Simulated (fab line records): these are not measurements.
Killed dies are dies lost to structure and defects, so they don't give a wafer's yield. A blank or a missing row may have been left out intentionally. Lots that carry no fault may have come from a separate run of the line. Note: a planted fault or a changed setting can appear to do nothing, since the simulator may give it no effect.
A lot that was struck, set against a sound lot :: flow n5Finfet :: 24 out of 1938 route steps
Sound: these wafers, L351.1, L351.3, L351.4. Wafers L357.1, L357.2, L357.5 were the ones struck. The cause is named last.
Per side, at each step with rows, come the tool, then ch with its chambers, and then its first start. Under that, the readings that differ: sound wafers :: struck wafers :: difference of the means :: sigmas: that difference in standard deviations of wafers without a fault.
alike: same words and numbers on both sides, and readings whose means sit less than 2 such deviations apart. not compared: any withheld reading, any reading some wafer has no value for, any bound like >300 that may hide the same value, and any number with overlapping values for which the record gives no deviation.
Wherever a step has rows on one side only, a row that says differs or no value, or a row with sigmas, the two part there. Non-overlapping numbers with no deviation appear without sigmas and do not part them. A reading missing from all wafers of one side parts the sides only when that side holds two or more wafers.

first, 7 steps without rows for these wafers: N5_MOL_CONTACT_COAG_COAT_58 (time 60 s, resist thk 10 nm); N5_MOL_CONTACT_COAG_COAT_02 (resist thk 30 nm); N5_MOL_CONTACT_COAG_EBR_04; N5_MOL_CONTACT_COAG_SOFTBAKE_03 (time 60 s); N5_MOL_CONTACT_COAG_EXPOSE_05 (exposes mask CA, defocus 0 nm); N5_MOL_CONTACT_COAG_PEB_06 (peb time 60 s); N5_MOL_CONTACT_COAG_DEVELOP_07 (develop time 30 s).
N5_MOL_CONTACT_COAG_CD_MEAS_08: target cd 28 nm.
  sound on cdSem-02 ch 0, day 7 13:33; struck on cdSem-01 ch 0, day 8 22:25
  alike: cdNm
N5_MOL_CONTACT_COAG_OVL_MEAS_09:
  sound on overlay-02 ch 0, day 7 13:35; struck on overlay-01 ch 0, day 8 22:27
  alike: CA_OVL
N5_MOL_CONTACT_COAG_INSPECT_10: inspects for defects (brightfield).
  struck on defectInspect-01, day 8 22:30; sound on defectInspect-02, day 7 13:38
reading: rawDefectCount
sound: 147 95 122
struck: 54 81 43
difference: -62
sigmas: -2
then, 1 step without rows for these wafers: N5_MOL_CONTACT_COAG_DESCUM_13 (chemistry O2, time 7 s).
N5_MOL_CONTACT_COAG_ETCH_59: etches underlayer in N2/H2, target depth 13 nm, time 10.4 s.
  sound on rieDiel-01 ch 0,2,3, day 7 13:44; struck on rieDiel-01 ch 0,1, day 8 22:34
  alike: biasW, chamberPressureMTorr, drypumpMotorCurrentA, etchRfOnTimeS, h2FlowSccm, oesProductAu, rfVppV, showerheadPlenumPTorr, throttleValvePct
  not compared: rfHoursCounterH
N5_MOL_CONTACT_COAG_ETCH_105: etches SiARC in CF4, target depth 15.6 nm, time 26 s.
  sound on rieDiel-01 ch 0,2,3, day 7 13:46; struck on rieDiel-01 ch 0,1, day 8 22:35
  no value came back on the struck wafers for any of 9 readings (biasW (W), cf4FlowSccm (sccm) and others); on the sound wafers biasW (W) reads 36.13 36.06 35.91
reading: model.CAR-EUV_of_MOL_CONTACT_COAG_COAT_02.thkNm (nm)
sound: 5.4 5.2 5.2
struck: 14.8 14.8 14.8
difference: +9.5
sigmas: 
N5_MOL_CONTACT_COAG_ETCH_106: etches SOC in N2/H2, target depth 80 nm, overetch 16 nm, time 120 s.
  sound on rieDiel-01 ch 0,2,3, day 7 13:47; struck on rieDiel-01 ch 0,1, day 8 22:37
reading: oesProductAu (a.u.)
sound: 0.70 0.63 0.67
struck: 0.27 0.32 0.28
difference: -0.38
sigmas: -5
  alike: biasW, chamberPressureMTorr, drypumpMotorCurrentA, h2FlowSccm, rfVppV, showerheadPlenumPTorr, throttleValvePct
  not compared: rfHoursCounterH
then, 2 steps without rows for these wafers: N5_MOL_CONTACT_COAG_STRIP_107 (strips in N2/H2); N5_MOL_CONTACT_COAG_STRIP_108 (strips in N2/H2).
N5_MOL_CONTACT_COAG_CONTACT_ETCH_14: etches SiO2 in C4F6/O2, target depth 27.5 nm, overetch 8.5 nm, time 20 s.
  sound on rieDiel-01 ch 0,2,3, day 7 13:53; struck on rieDiel-01 ch 0,1, day 8 22:43
reading: oesProductAu (a.u.)
sound: 0.67 0.60 0.64
struck: 0.28 0.31 0.27
difference: -0.35
sigmas: -5
  alike: C4F6_flow_sccm, O2_flow_sccm, drypumpMotorCurrentA, rfVppV, showerheadPlenumPTorr, throttleValvePct
  not compared: rfHoursCounterH
then, 1 step without rows for these wafers: N5_MOL_CONTACT_COAG_STRIP_109 (strips in C4F6/O2).
N5_MOL_CONTACT_COAG_ETCH_15: etches SiNx in CH3F/O2, stops on Si:P, target depth 7 nm.
  sound on rieDiel-01 ch 0,2,3, day 7 13:55; struck on rieDiel-01 ch 0,1, day 8 22:46
reading: oesProductAu (a.u.)
sound: 0.57 0.52 0.55
struck: 0.28 0.32 0.27
difference: -0.26
sigmas: -5
  alike: CH3F_flow_sccm, O2_flow_sccm, drypumpMotorCurrentA, rfVppV, showerheadPlenumPTorr, throttleValvePct
  not compared: rfHoursCounterH
N5_MOL_CONTACT_COAG_ETCH_110: etches Si in CF4/O2, target depth 2.5 nm, time 8 s.
  sound on rieDiel-01 ch 0,2,3, day 7 13:59; struck on rieDiel-01 ch 0,1, day 8 22:49
  alike: O2_flow_sccm, biasW, drypumpMotorCurrentA, oesProductAu, rfVppV, showerheadPlenumPTorr, throttleValvePct
  not compared: rfHoursCounterH
N5_MOL_CONTACT_COAG_STRIP_98: strips in N2/H2.
  sound on rieDiel-01 ch 0,2,3, day 7 14:02; struck on rieDiel-01 ch 0,1, day 8 22:52
  alike: drypumpMotorCurrentA, h2FlowSccm, oesProductAu, rfVppV, showerheadPlenumPTorr, throttleValvePct
  not compared: rfHoursCounterH
N5_MOL_CONTACT_COAG_CD_MEAS_99: target cd 17.2 nm.
  struck on cdSem-02, day 8 22:56; sound on cdSem-01, day 7 14:06
reading: cdNm (nm)
sound: 17.02 16.64 16.83
struck: - - -
difference: no value on the struck wafers
sigmas: 
next, for these wafers, 1 step has no rows: N5_MOL_CONTACT_COAG_IMPLANT_129.
N5_BEOL_M4_RC_MEAS_101:
  the record has rows for the sound wafers here (prober-02 ch 0, day 11 01:59) and none for the struck ones

## WHERE THEY PART
At N5_MOL_CONTACT_COAG_INSPECT_10 first; at N5_BEOL_M4_RC_MEAS_101 last (within this record only).

WHY: whatever the simulator had introduced
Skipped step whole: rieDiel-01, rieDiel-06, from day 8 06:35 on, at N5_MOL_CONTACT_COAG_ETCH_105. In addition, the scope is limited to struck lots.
